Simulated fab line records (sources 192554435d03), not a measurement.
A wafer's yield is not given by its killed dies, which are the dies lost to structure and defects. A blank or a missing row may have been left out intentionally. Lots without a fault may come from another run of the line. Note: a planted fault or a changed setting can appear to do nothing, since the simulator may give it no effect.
Chamber matching | flow n5 finfet | 3 sister chambers for N5_FIN_SAQP_PECVD_06 on pecvd-04
The step deposits a-Si from SiH4/He, target thk 60 nm, time 48.1 s. 16 wafers are shown with their chamber, then 8 later ones without.

## EACH WAFER AND ITS CHAMBER
wafer  | chamber | showerhead plenum p Torr (Torr) | throttle valve pct (%) | heater power w (W)
L074.1 | 0       | 5.64                            | 18.8                   | 914
L074.2 | 1       | 5.67                            | 18.5                   | 905
L074.4 | 2       | 5.78                            | 19.7                   | 963
L077.4 | 1       | 5.67                            | 18.4                   | 821
L077.5 | 0       | 5.65                            | 18.9                   | 816
L077.6 | 2       | 5.78                            | 19.6                   | 914
L078.1 | 1       | 5.67                            | 18.7                   | 846
L078.2 | 2       | 5.79                            | 19.5                   | 917
L078.6 | 1       | 5.67                            | 18.5                   | 882
L083.1 | 1       | 5.67                            | 18.7                   | 836
L083.2 | 0       | 5.66                            | 19.1                   | 887
L083.4 | 1       | 5.67                            | 18.5                   | 819
L085.1 | 1       | 5.67                            | 18.4                   | 908
L085.3 | 2       | 5.78                            | 19.7                   | 803
L085.4 | 0       | 5.66                            | 19.1                   | 842
L090.2 | 0       | 5.64                            | 19.5                   | 917

SIGNATURES (means of the wafers above)
reading                  | chamber 0 | chamber 1 | chamber 2 | scatter within a chamber
showerhead plenum p Torr | 5.6500    | 5.6700    | 5.7825    | 0.00604
throttle valve pct       | 19.080    | 18.529    | 19.625    | 0.178
heater power w           | 875.20    | 859.57    | 899.25    | 48.6
Rule: for a wafer and a chamber, the distance is found by dividing, reading by reading, the gap between the wafer's reading and the chamber's mean by the reading's scatter, squaring, summing and taking the root. The wafer belongs to the nearest chamber; if the next one is less than 2 further off, it can't be placed. The scatter is the square root of a quotient: the sum, over the shown wafers, of each reading's squared deviation from its chamber's mean, divided by wafers minus chambers.

## WAFERS WITHOUT THEIR CHAMBER
wafer  | showerhead plenum p Torr (Torr) | throttle valve pct (%) | heater power w (W)
L090.4 | 5.79                            | 19.7                   | 873
L090.5 | 5.68                            | 18.4                   | 792
L092.1 | 5.79                            | 19.5                   | 817
L092.4 | 5.79                            | 19.7                   | 818
L092.6 | 5.65                            | 19.1                   | 863
L095.4 | 5.64                            | 19.0                   | 882
L095.5 | 5.65                            | 19.3                   | 885
L095.6 | 5.67                            | 18.7                   | 846

## THE CHAMBER EACH PASSED THROUGH
wafer  | from the rows above | in truth
L090.4 | 2                   | 2
L090.5 | 1                   | 1
L092.1 | 2                   | 2
L092.4 | 2                   | 2
L092.6 | 0                   | 0
L095.4 | 0                   | 0
L095.5 | 0                   | 0
L095.6 | 1                   | 1
Correctly placed: 8 of 8. Left unplaced by these rows: 0. Wrongly placed: 0.
